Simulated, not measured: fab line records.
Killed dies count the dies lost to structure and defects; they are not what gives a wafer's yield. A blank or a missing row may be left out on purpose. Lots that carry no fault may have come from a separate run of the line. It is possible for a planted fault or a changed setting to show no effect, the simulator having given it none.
Matching of chambers || flow n5 finfet || N5_BEOL_M0_SAQP_ETCH_107 on rie diel-03 has 4 sister chambers
The step etches SiNx in CH3F/O2, target depth 30 nm. 8 wafers are shown with their chamber, then 8 later ones without.

== WAFERS PAIRED WITH THEIR CHAMBERS ==
{"wafer": "L079.1", "chamber": 2, "showerhead plenum p Torr (Torr)": 1.99, "throttle valve pct (%)": 16.19}
{"wafer": "L080.2", "chamber": 3, "showerhead plenum p Torr (Torr)": 1.92, "throttle valve pct (%)": 16.56}
{"wafer": "L080.3", "chamber": 1, "showerhead plenum p Torr (Torr)": 1.98, "throttle valve pct (%)": 16.45}
{"wafer": "L080.6", "chamber": 0, "showerhead plenum p Torr (Torr)": 1.90, "throttle valve pct (%)": 16.56}
{"wafer": "L086.1", "chamber": 2, "showerhead plenum p Torr (Torr)": 1.98, "throttle valve pct (%)": 16.20}
{"wafer": "L086.3", "chamber": 1, "showerhead plenum p Torr (Torr)": 1.98, "throttle valve pct (%)": 16.45}
{"wafer": "L086.4", "chamber": 3, "showerhead plenum p Torr (Torr)": 1.91, "throttle valve pct (%)": 16.55}
{"wafer": "L087.2", "chamber": 0, "showerhead plenum p Torr (Torr)": 1.90, "throttle valve pct (%)": 16.61}

== WAFERS WITH NO CHAMBER GIVEN ==
{"wafer": "L087.3", "showerhead plenum p Torr (Torr)": 1.98, "throttle valve pct (%)": 16.18}
{"wafer": "L087.5", "showerhead plenum p Torr (Torr)": 1.91, "throttle valve pct (%)": 16.58}
{"wafer": "L095.1", "showerhead plenum p Torr (Torr)": 1.97, "throttle valve pct (%)": 16.49}
{"wafer": "L095.2", "showerhead plenum p Torr (Torr)": 1.98, "throttle valve pct (%)": 16.22}
{"wafer": "L095.4", "showerhead plenum p Torr (Torr)": 1.97, "throttle valve pct (%)": 16.49}
{"wafer": "L096.4", "showerhead plenum p Torr (Torr)": 1.97, "throttle valve pct (%)": 16.49}
{"wafer": "L096.5", "showerhead plenum p Torr (Torr)": 1.98, "throttle valve pct (%)": 16.23}
{"wafer": "L096.6", "showerhead plenum p Torr (Torr)": 1.91, "throttle valve pct (%)": 16.60}

== WHICH CHAMBER EACH ONE RAN IN ==
{"wafer": "L087.3", "from the rows above": 2, "in truth": 2}
{"wafer": "L087.5", "from the rows above": "can't be placed: 3 or 0", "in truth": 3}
{"wafer": "L095.1", "from the rows above": 1, "in truth": 1}
{"wafer": "L095.2", "from the rows above": 2, "in truth": 2}
{"wafer": "L095.4", "from the rows above": 1, "in truth": 1}
{"wafer": "L096.4", "from the rows above": 1, "in truth": 1}
{"wafer": "L096.5", "from the rows above": 2, "in truth": 2}
{"wafer": "L096.6", "from the rows above": "can't be placed: 0 or 3", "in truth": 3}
Placed correctly: 6 of 8. Cannot be placed on the basis of these rows: 2; the candidates contain the true chamber in 2. 0 placed wrongly.
How it was worked out, from the rows above alone: a wafer's distance from a chamber is the root of the sum, over the readings, of the square of ((its reading less the chamber's mean) divided by the reading's scatter). The wafer belongs to the nearest chamber; if the next one is less than 2 further off, it can't be placed. Each chamber's mean is taken over the wafers shown for it. How the scatter is found: for the shown wafers, subtract from each reading the mean of its chamber, square and add these, divide the total by (wafers less chambers), then take the root.
